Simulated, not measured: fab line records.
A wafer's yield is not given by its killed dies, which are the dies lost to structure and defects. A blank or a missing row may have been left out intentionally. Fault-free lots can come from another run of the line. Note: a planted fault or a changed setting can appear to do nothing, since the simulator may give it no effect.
A lot that was struck, set against a sound lot || flow nandHarc || 14 out of 1302 route steps
Sound: these wafers, L507.1, L507.4, L507.5. Wafers struck: L511.2, L511.5, L511.6. The cause comes at the end.
Order at every step that has rows: each side's tool, ch and its chambers, its first start. Under that, the readings that differ: sound wafers || struck wafers || difference of the means || sigmas: that difference in standard deviations of wafers without a fault.
alike: readings whose means differ by less than 2 such deviations, and words and numbers that are the same on both sides. not compared: withheld readings, readings that some wafer has no value for, bounds like >300 that may hide the same value, and numbers for which the record gives no deviation and whose values overlap.
The two part at a step that has a row with sigmas, a row that says differs or no value, or rows on one side only. Non-overlapping numbers with no deviation appear without sigmas and do not part them. Lack of a reading on every wafer of one side parts them only where that side has two or more wafers.

NHARC_A_CONTACT_STRIP_82: strips in O2.
  sound: rieDiel-13 ch 1,2,3; struck: rieDiel-08 ch 2,3
  alike: drypumpMotorCurrentA, o2FlowSccm, oesProductAu, rfVppV, showerheadPlenumPTorr, throttleValvePct
  not compared: rfHoursCounterH
then, 1 step without rows for these wafers: NHARC_A_CONTACT_STRIP_83 (strips in post etch residue remover, time 600 s).
NHARC_A_CONTACT_DEP_84: deposits aC, target thk 2800 nm.
  sound on aclDep-02 ch 0, day 25 13:10; struck on aclDep-03 ch 0, day 26 15:31
  alike: throttleValvePct
NHARC_A_CONTACT_DEP_85: deposits SiON, target thk 60 nm.
  sound on pecvd-03 ch 0,1,2, day 25 14:58; struck on pecvd-03 ch 1,2, day 26 16:56
  alike: heaterPowerW
then, 8 steps without rows for these wafers: NHARC_A_CONTACT_DEHYDRATE_00 (time 120 s); NHARC_A_CONTACT_HMDS_01 (time 30 s); NHARC_A_CONTACT_COAT_86 (time 75 s); NHARC_A_CONTACT_COAT_87 (time 65 s); NHARC_A_CONTACT_COAT_02 (resist thk 90 nm); NHARC_A_CONTACT_SOFTBAKE_03 (time 55 s); NHARC_A_CONTACT_EBR_04; NHARC_A_CONTACT_EXPOSE_05 (exposes mask A CC).
NHARC_A_CONTACT_PEB_06: peb time 65 s.
  sound on lithoTrack-06 ch 0, day 25 15:36; struck on lithoTrack-06, day 26 17:28
  no value came back on the struck wafers for chillPlateTempC (C), exhaustPa (Pa); on the sound wafers chillPlateTempC (C) reads 23.01 23.11 23.09
then, 1 step without rows for these wafers: NHARC_A_CONTACT_DEVELOP_07 (develop time 35 s).

## WHERE THEY PART
NHARC_A_CONTACT_PEB_06 only, going by this record.

WHY: what had been put in by the simulator
At NHARC_A_CONTACT_PEB_06, the step was skipped entirely on lithoTrack-06 from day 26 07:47 on. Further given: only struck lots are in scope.
